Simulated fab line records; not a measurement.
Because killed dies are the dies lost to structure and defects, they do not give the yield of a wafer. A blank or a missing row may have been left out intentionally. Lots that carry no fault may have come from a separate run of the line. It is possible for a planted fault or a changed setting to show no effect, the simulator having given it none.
One fault through the eyes of 2 desks / flow n5-finfet / numbers are kept per desk, each desk with only its own; the story behind them comes last

== THE METROLOGY DESK ==
Lot by lot, what the gauges showed, no matter which tool ran the lot: averages of those sampled wafers that carry a number. The brackets show how far a lot's mean lies from the usual mean; more than 4 standard deviations puts the lot out of limits, marked OUT. Only the readings that lie furthest out on some lot appear, 7 of the 11 it has.
Columns: A = M2_OVL at N5_BEOL_M2_OVL_MEAS_12, usual -0.6 nm; B = IOFF_N at N5_BEOL_M4_RC_MEAS_101, usual 0.151 nA/um; C = IOFF_P at N5_BEOL_M4_RC_MEAS_101, usual 0.21 nA/um; D = ION_N at N5_BEOL_M4_RC_MEAS_101, usual 673 uA/um; E = ION_P at N5_BEOL_M4_RC_MEAS_101, usual 463 uA/um; F = VT_N at N5_BEOL_M4_RC_MEAS_101, usual 251 mV; G = VT_P at N5_BEOL_M4_RC_MEAS_101, usual -250 mV
lot=L788; first seen here=day 6 19:47; A=-1.7; B=0.142; C=0.19; D=670; E=461; F=251; G=-251
lot=L789; first seen here=day 7 07:56; A=-0.8; B=0.129; C=0.17; D=659; E=455; F=255; G=-253
lot=L790; first seen here=day 7 20:56; A=-0.1; B=0.162; C=0.23; D=682; E=468; F=249; G=-246
lot=L796; first seen here=day 8 18:23; A=-0.6; B=0.156; C=0.23; D=679; E=472; F=252; G=-245
lot=L801; first seen here=day 10 19:17; A=-0.5; B=0.160; C=0.21; D=671; E=459; F=250; G=-251
lot=L803; first seen here=day 10 20:24; A=-1.2; B=0.181; C=0.25; D=687; E=472; F=247; G=-246
lot=L806; first seen here=day 11 09:02; A=0.4; B=0.134; C=0.20; D=662; E=458; F=252; G=-250
lot=L808; first seen here=day 11 21:58; A=0.0; B=0.177; C=0.24; D=684; E=472; F=248; G=-248
lot=L810; first seen here=day 12 07:10; A=-0.8; B=0.135; C=0.20; D=665; E=457; F=253; G=-252
lot=L809; first seen here=day 12 07:38; A=-1.7; B=0.157; C=0.21; D=673; E=460; F=250; G=-251
This desk found nothing out of limits on any of the 10 lots.

== THE TOOL OWNER'S DESK: pecvd-02 ==
The tool's own readings at N5_BEOL_M2_PECVD_72 (deposits SiO2 from TEOS/O2, target thk 16 nm, time 18 s): means of the sampled wafers that have a number, for each lot that ran on this tool. The brackets show how far a lot's mean lies from the usual mean; more than 4 standard deviations puts the lot out of limits, marked OUT.
Columns: A = heater-power-w at N5_BEOL_M2_PECVD_72, usual 698 W; B = showerhead-plenum-p-Torr at N5_BEOL_M2_PECVD_72, usual 8.78 Torr; C = susceptor-temp-C at N5_BEOL_M2_PECVD_72, usual 400.02 C; D = throttle-valve-pct at N5_BEOL_M2_PECVD_72, usual 22.0 %
lot=L790; first seen here=day 7 20:16; A=647; B=8.78; C=399.95; D=21.5
lot=L796; first seen here=day 8 17:53; A=731; B=8.78; C=400.15; D=21.6
lot=L801; first seen here=day 10 15:11; A=745; B=8.80; C=400.06; D=21.3
lot=L803; first seen here=day 10 19:35; A=698; B=8.78; C=405.94 (+26) OUT; D=21.8
This desk's finding: out of limits on L803; first on L803, day 10 19:35 (susceptor-temp-C at N5_BEOL_M2_PECVD_72). In limits: L790, L796, L801.

== BROUGHT TOGETHER ==
The tool owner's desk could have raised an alarm at day 10 19:35, on L803.
At the metrology desk, nothing out of limits was observed.
The metrology desk holds a record of L803, inside its limits.
Every lot named ran N5_BEOL_M2_PECVD_72 on pecvd-02.

== WHAT WAS PUT IN BY THE SIMULATOR ==
pecvd-02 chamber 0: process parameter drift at N5_BEOL_M2_PECVD_72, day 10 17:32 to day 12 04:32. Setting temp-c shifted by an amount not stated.
Shown lots that were struck: L803.
Delay in hours, fault start to first out-of-limits reading, by desk: the tool owner's desk at 2.
